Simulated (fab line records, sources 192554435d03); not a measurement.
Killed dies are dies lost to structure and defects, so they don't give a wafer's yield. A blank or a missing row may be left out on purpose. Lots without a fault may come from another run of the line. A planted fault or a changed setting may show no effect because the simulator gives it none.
Chamber matching | flow n5_finfet | N5_FIN_SAQP_MANDREL_ETCH_58 on rie_si-05: 4 sister chambers
The step etches a-Si in HBr/Cl2, stops on SiNx, target depth 45 nm, bt time 10 s, time 27 s. 4 wafers are shown with their chamber, then 10 later ones without.

WAFERS WITH THEIR CHAMBER
wafer  | chamber | drypump_motor_current_A (A)
L088.2 | 2       | 6.3
L088.5 | 1       | 4.9
L091.2 | 0       | 5.6
L091.3 | 3       | 5.7

WAFERS WITHOUT THEIR CHAMBER
wafer  | drypump_motor_current_A (A)
L091.5 | 6.3
L092.1 | 6.3
L092.4 | 5.5
L092.6 | 5.5
L093.1 | 5.5
L093.2 | 6.3
L093.6 | 5.7
L094.3 | 6.4
L094.4 | 4.9
L094.6 | 5.7

WHICH CHAMBER EACH WENT THROUGH
wafer  | from the rows above     | in truth
L091.5 | 2                       | 2
L092.1 | 2                       | 2
L092.4 | can't be placed: 0 or 3 | 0
L092.6 | can't be placed: 0 or 3 | 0
L093.1 | can't be placed: 0 or 3 | 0
L093.2 | 2                       | 2
L093.6 | can't be placed: 3 or 0 | 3
L094.3 | 2                       | 2
L094.4 | 1                       | 1
L094.6 | can't be placed: 3 or 0 | 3
Placed correctly: 5 of 10. Can't be placed from these rows: 5 (the true chamber is among the candidates in 5). Placed wrongly: 0.
How it was worked out, from the rows above alone: a wafer's distance from a chamber is the root of the sum, over the readings, of the square of ((its reading less the chamber's mean) divided by the reading's scatter). The wafer belongs to the nearest chamber; if the next one is less than 2 further off, it can't be placed. A chamber's mean is the mean of its shown wafers. The scatter: with one shown wafer a chamber, the root of the mean of the squares of how far each hidden wafer lies from its nearest shown one.
